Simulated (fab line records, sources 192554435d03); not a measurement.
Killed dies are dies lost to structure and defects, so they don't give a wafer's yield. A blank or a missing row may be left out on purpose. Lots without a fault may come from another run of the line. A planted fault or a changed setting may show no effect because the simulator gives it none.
Which tool did it? | flow n5_finfet | 12 lots, 36 wafers sampled, at 6 steps of a route of 1938

WHAT THE GAUGES READ, wafer by wafer
N5_BEOL_M1_OVL_MEAS_12.
lot  | measured     | on         | M1_OVL (nm)
L075 | day 6 07:55  | overlay-02 | 0.1 -0.3 -0.2
L077 | day 6 19:19  | overlay-02 | 1.6 0.8 0.1
L079 | day 7 07:33  | overlay-01 | -0.9 -1.3 -0.2
L081 | day 7 18:03  | overlay-02 | 0.9 1.0 -0.1
L083 | day 8 00:54  | overlay-01 | -1.3 0.0 -0.9
L085 | day 8 23:22  | overlay-02 | 0.8 1.3 0.3
L087 | day 9 13:08  | overlay-01 | 0.0 -0.4 0.3
L089 | day 10 03:55 | overlay-02 | -0.7 -1.2 0.7
L091 | day 10 06:52 | overlay-02 | 0.1 0.0 0.5
L093 | day 11 01:46 | overlay-02 | 1.7 1.8 0.7
L095 | day 11 11:58 | overlay-01 | -1.0 -0.9 -0.6
L097 | day 11 19:49 | overlay-02 | -0.6 -0.1 -0.7

WHICH TOOL RAN EACH LOT (tool, then ch and the chambers of the sampled wafers, then the start)
lot  | N5_BEOL_M0_ETCH_138                | N5_BEOL_M0_HM_OPEN_105            | N5_BEOL_M0_SPUTTER_116       | N5_BEOL_M0_SPUTTER_141       | N5_BEOL_M1_ILD_DEP_00
L075 | rie_diel-06 ch 0,2, day 5 22:49    | rie_metal-03 ch 0,1, day 6 03:19  | pvd_sputter-02, day 6 05:04  | pvd_sputter-02, day 6 05:26  | pecvd-01 ch 0,1, day 6 06:34
L077 | rie_diel-06 ch 0,1, day 6 11:22    | rie_metal-02 ch 0,1, day 6 13:51  | pvd_sputter-02, day 6 16:56  | pvd_sputter-02, day 6 17:18  | pecvd-03 ch 1,2, day 6 18:26
L079 | rie_diel-05 ch 1,2, day 7 00:32    | rie_metal-01 ch 0,1, day 7 02:41  | pvd_sputter-03, day 7 05:00  | pvd_sputter-03, day 7 05:22  | pecvd-01 ch 0,2, day 7 06:28
L081 | rie_diel-05 ch 0,2,3, day 7 11:12  | rie_metal-03 ch 0,1, day 7 11:18  | pvd_sputter-01, day 7 13:59  | pvd_sputter-01, day 7 14:21  | pecvd-03 ch 1,2, day 7 15:28
L083 | rie_diel-05 ch 0,3, day 7 20:02    | rie_metal-02 ch 0,1, day 7 20:20  | pvd_sputter-01, day 7 22:24  | pvd_sputter-01, day 7 22:46  | pecvd-03 ch 0,1, day 7 23:56
L085 | rie_diel-02 ch 1,2,3, day 8 17:57  | rie_metal-02 ch 0,1, day 8 18:50  | pvd_sputter-03, day 8 21:01  | pvd_sputter-03, day 8 21:22  | pecvd-04 ch 1,2, day 8 22:42
L087 | rie_diel-06 ch 0,1, day 9 04:22    | rie_metal-02 ch 0,1, day 9 05:34  | pvd_sputter-01, day 9 09:23  | pvd_sputter-01, day 9 09:45  | pecvd-03 ch 0,2, day 9 10:53
L089 | rie_diel-02 ch 0,1, day 9 16:13    | rie_metal-02 ch 0,1, day 9 19:11  | pvd_sputter-01, day 9 23:43  | pvd_sputter-01, day 10 00:04 | pecvd-01 ch 0,1, day 10 01:19
L091 | rie_diel-02 ch 2,3, day 9 23:56    | rie_metal-02 ch 0,1, day 10 00:04 | pvd_sputter-01, day 10 04:31 | pvd_sputter-01, day 10 04:53 | pecvd-01 ch 0,1, day 10 06:05
L093 | rie_diel-06 ch 0,3, day 10 16:15   | rie_metal-01 ch 0, day 10 19:07   | pvd_sputter-01, day 10 21:14 | pvd_sputter-01, day 10 21:35 | pecvd-03 ch 0, day 10 23:49
L095 | rie_diel-05 ch 0,1,3, day 11 03:26 | rie_metal-02 ch 0,1, day 11 03:33 | pvd_sputter-02, day 11 06:41 | pvd_sputter-02, day 11 07:02 | pecvd-01 ch 0,1,2, day 11 08:14
L097 | rie_diel-06 ch 1,2, day 11 13:33   | rie_metal-03 ch 0, day 11 14:52   | pvd_sputter-02, day 11 17:32 | pvd_sputter-02, day 11 17:53 | pecvd-04 ch 0,2, day 11 19:12
- N5_BEOL_M0_ETCH_138: etches SiCN in CH3F/O2, target depth 12 nm, time 31.6 s.
- N5_BEOL_M0_HM_OPEN_105: chemistry Cl2/BCl3, target TiN, target depth 12 nm.
- N5_BEOL_M0_SPUTTER_116: material Cu, target thk 4 nm, time 7.37 s.
- N5_BEOL_M0_SPUTTER_141: material Cu, target thk 4 nm, time 7.37 s.
- N5_BEOL_M1_ILD_DEP_00: deposits SiOC from DEMS/O2, target thk 79 nm, time 15.3 s.

THE ANSWER, worked out from the rows above alone
Rule: what is usual is taken from the lots themselves. Put in order of their means at a reading, lots are off if they are a third of the lots or fewer, leave a main group of 4 or more, and stand apart from it by a gap of 3 or more times the standard deviation of the main group's means; of several such gaps the widest counts. A main group whose means are all the same, to the digits that the tables above print for the reading, isn't used. A lot without any number at a reading at which 4 lots or more have one is off too. The other lots that the step has rows for count as sound.
No lot is off at any reading shown: from this, nothing can be told.

WHAT THE SIMULATOR HAD PUT IN
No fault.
